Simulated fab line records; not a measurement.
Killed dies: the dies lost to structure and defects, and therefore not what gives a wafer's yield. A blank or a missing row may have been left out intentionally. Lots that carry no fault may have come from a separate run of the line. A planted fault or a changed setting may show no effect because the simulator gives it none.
Matching of chambers | flow nand-harc | NHARC_A_CHANNEL_FILL_D1_ALD_16 on ald-hk-01 has 4 sister chambers
The step deposits SiO2, target thk 1.5 nm, pulse time 10 s, ald cycles 15. 16 wafers are shown with their chamber, then 7 later ones without.

== WAFERS, EACH WITH ITS CHAMBER ==
wafer  | chamber | heater-power-w (W) | precursor-pulse-height-rel
L280.3 | 1       | 461                | 0.986
L280.4 | 0       | 496                | 0.952
L280.5 | 0       | 495                | 1.002
L279.3 | 0       | 495                | 0.975
L279.4 | 1       | 450                | 0.976
L279.6 | 1       | 453                | 0.997
L284.1 | 3       | 478                | 1.011
L284.2 | 2       | 520                | 1.034
L284.6 | 1       | 483                | 0.993
L285.2 | 2       | 522                | 0.984
L285.5 | 0       | 489                | 0.991
L291.3 | 2       | 531                | 0.993
L291.5 | 3       | 460                | 1.018
L291.6 | 2       | 524                | 0.985
L294.1 | 3       | 468                | 0.994
L294.3 | 1       | 457                | 0.987

SIGNATURES (averages over the wafers above)
reading                    | chamber 0 | chamber 1 | chamber 2 | chamber 3 | scatter within a chamber
heater-power-w             | 493.75    | 460.80    | 524.25    | 468.67    | 8.88
precursor-pulse-height-rel | 0.98000   | 0.98780   | 0.99900   | 1.00767   | 0.0175
Rule: a wafer lies at a distance from a chamber equal to the root of the sum of squares, over the readings, of (its reading less the chamber's mean, divided by the reading's scatter). If the next closest chamber is less than 2 further off than the closest, the wafer can't be placed; otherwise it belongs to the closest. How the scatter is found: for the shown wafers, subtract from each reading the mean of its chamber, square and add these, divide the total by (wafers less chambers), then take the root.

== WAFERS WITH NO CHAMBER GIVEN ==
wafer  | heater-power-w (W) | precursor-pulse-height-rel
L294.6 | 524                | 1.034
L298.1 | 462                | 1.010
L298.2 | 525                | 1.015
L298.6 | 458                | 0.965
L299.2 | 470                | 1.029
L299.3 | 472                | 1.007
L299.6 | 518                | 1.017

== THE CHAMBER EACH PASSED THROUGH ==
wafer  | from the rows above     | in truth
L294.6 | 2                       | 2
L298.1 | can't be placed: 3 or 1 | 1
L298.2 | 2                       | 2
L298.6 | can't be placed: 1 or 3 | 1
L299.2 | can't be placed: 3 or 1 | 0
L299.3 | can't be placed: 3 or 1 | 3
L299.6 | 2                       | 2
Correct placement for 3 of the 7. These rows do not allow placing 4 (true chamber among the candidates in 3). Wrongly placed: 0.
